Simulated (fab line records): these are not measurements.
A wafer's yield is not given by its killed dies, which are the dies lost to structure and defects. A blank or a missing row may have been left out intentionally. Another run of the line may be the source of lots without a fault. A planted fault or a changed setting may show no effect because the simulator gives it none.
Chamber matching || flow nandHarc || 4 sister chambers for NHARC_P_BONDPAD_ETCH_37 on rieDiel-06
The step etches the open film in N2/H2, target depth 60 nm, overetch 18 nm, time 65.91 s. 16 wafers are shown with their chamber, then 8 later ones without.

## WAFERS, EACH WITH ITS CHAMBER
{"wafer": "L076.3", "chamber": 2, "drypumpMotorCurrentA (A)": 5.8, "rfVppV (V)": 430.3, "oesProductAu (a.u.)": 1.014}
{"wafer": "L076.4", "chamber": 3, "drypumpMotorCurrentA (A)": 5.3, "rfVppV (V)": 429.4, "oesProductAu (a.u.)": 0.998}
{"wafer": "L076.5", "chamber": 2, "drypumpMotorCurrentA (A)": 5.8, "rfVppV (V)": 430.8, "oesProductAu (a.u.)": 1.006}
{"wafer": "L077.2", "chamber": 1, "drypumpMotorCurrentA (A)": 5.5, "rfVppV (V)": 428.2, "oesProductAu (a.u.)": 1.020}
{"wafer": "L077.3", "chamber": 2, "drypumpMotorCurrentA (A)": 5.8, "rfVppV (V)": 431.8, "oesProductAu (a.u.)": 1.011}
{"wafer": "L077.5", "chamber": 0, "drypumpMotorCurrentA (A)": 5.5, "rfVppV (V)": 432.5, "oesProductAu (a.u.)": 1.006}
{"wafer": "L078.1", "chamber": 1, "drypumpMotorCurrentA (A)": 5.5, "rfVppV (V)": 428.5, "oesProductAu (a.u.)": 1.016}
{"wafer": "L078.2", "chamber": 0, "drypumpMotorCurrentA (A)": 5.5, "rfVppV (V)": 432.3, "oesProductAu (a.u.)": 1.021}
{"wafer": "L078.5", "chamber": 2, "drypumpMotorCurrentA (A)": 5.8, "rfVppV (V)": 431.8, "oesProductAu (a.u.)": 1.020}
{"wafer": "L083.2", "chamber": 3, "drypumpMotorCurrentA (A)": 5.2, "rfVppV (V)": 431.5, "oesProductAu (a.u.)": 0.975}
{"wafer": "L083.4", "chamber": 0, "drypumpMotorCurrentA (A)": 5.6, "rfVppV (V)": 432.1, "oesProductAu (a.u.)": 0.996}
{"wafer": "L083.6", "chamber": 2, "drypumpMotorCurrentA (A)": 5.8, "rfVppV (V)": 430.9, "oesProductAu (a.u.)": 0.995}
{"wafer": "L088.1", "chamber": 3, "drypumpMotorCurrentA (A)": 5.2, "rfVppV (V)": 430.9, "oesProductAu (a.u.)": 0.998}
{"wafer": "L088.4", "chamber": 3, "drypumpMotorCurrentA (A)": 5.2, "rfVppV (V)": 429.9, "oesProductAu (a.u.)": 0.993}
{"wafer": "L088.5", "chamber": 0, "drypumpMotorCurrentA (A)": 5.5, "rfVppV (V)": 431.7, "oesProductAu (a.u.)": 0.995}
{"wafer": "L090.3", "chamber": 2, "drypumpMotorCurrentA (A)": 5.8, "rfVppV (V)": 430.0, "oesProductAu (a.u.)": 1.003}

SIGNATURES (means of the wafers above)
{"reading": "drypumpMotorCurrentA", "chamber 0": 5.525, "chamber 1": 5.500, "chamber 2": 5.800, "chamber 3": 5.225, "scatter within a chamber": 0.0354}
{"reading": "rfVppV", "chamber 0": 432.150, "chamber 1": 428.350, "chamber 2": 430.933, "chamber 3": 430.425, "scatter within a chamber": 0.701}
{"reading": "oesProductAu", "chamber 0": 1.00450, "chamber 1": 1.01800, "chamber 2": 1.00817, "chamber 3": 0.99100, "scatter within a chamber": 0.00996}
Rule: for each reading, subtract the chamber's mean from the wafer's reading, divide by that reading's scatter and square the result; add these up over the readings and take the root, which gives the wafer's distance from the chamber. If the next closest chamber is less than 2 further off than the closest, the wafer can't be placed; otherwise it belongs to the closest. How the scatter is found: for the shown wafers, subtract from each reading the mean of its chamber, square and add these, divide the total by (wafers less chambers), then take the root.

## WAFERS WITHOUT THEIR CHAMBER
{"wafer": "L090.4", "drypumpMotorCurrentA (A)": 5.2, "rfVppV (V)": 430.9, "oesProductAu (a.u.)": 0.986}
{"wafer": "L090.5", "drypumpMotorCurrentA (A)": 5.5, "rfVppV (V)": 432.0, "oesProductAu (a.u.)": 1.010}
{"wafer": "L093.3", "drypumpMotorCurrentA (A)": 5.5, "rfVppV (V)": 427.9, "oesProductAu (a.u.)": 1.005}
{"wafer": "L093.4", "drypumpMotorCurrentA (A)": 5.8, "rfVppV (V)": 430.8, "oesProductAu (a.u.)": 0.987}
{"wafer": "L093.5", "drypumpMotorCurrentA (A)": 5.5, "rfVppV (V)": 428.8, "oesProductAu (a.u.)": 1.006}
{"wafer": "L096.3", "drypumpMotorCurrentA (A)": 5.8, "rfVppV (V)": 431.5, "oesProductAu (a.u.)": 0.992}
{"wafer": "L096.5", "drypumpMotorCurrentA (A)": 5.8, "rfVppV (V)": 429.4, "oesProductAu (a.u.)": 0.988}
{"wafer": "L096.6", "drypumpMotorCurrentA (A)": 5.5, "rfVppV (V)": 428.2, "oesProductAu (a.u.)": 1.000}

## THE CHAMBER EACH PASSED THROUGH
{"wafer": "L090.4", "from the rows above": 3, "in truth": 3}
{"wafer": "L090.5", "from the rows above": 0, "in truth": 0}
{"wafer": "L093.3", "from the rows above": 1, "in truth": 1}
{"wafer": "L093.4", "from the rows above": 2, "in truth": 2}
{"wafer": "L093.5", "from the rows above": 1, "in truth": 1}
{"wafer": "L096.3", "from the rows above": 2, "in truth": 2}
{"wafer": "L096.5", "from the rows above": 2, "in truth": 2}
{"wafer": "L096.6", "from the rows above": 1, "in truth": 1}
Correctly placed: 8 of 8. Can't be placed from these rows: 0. Placed wrongly: 0.
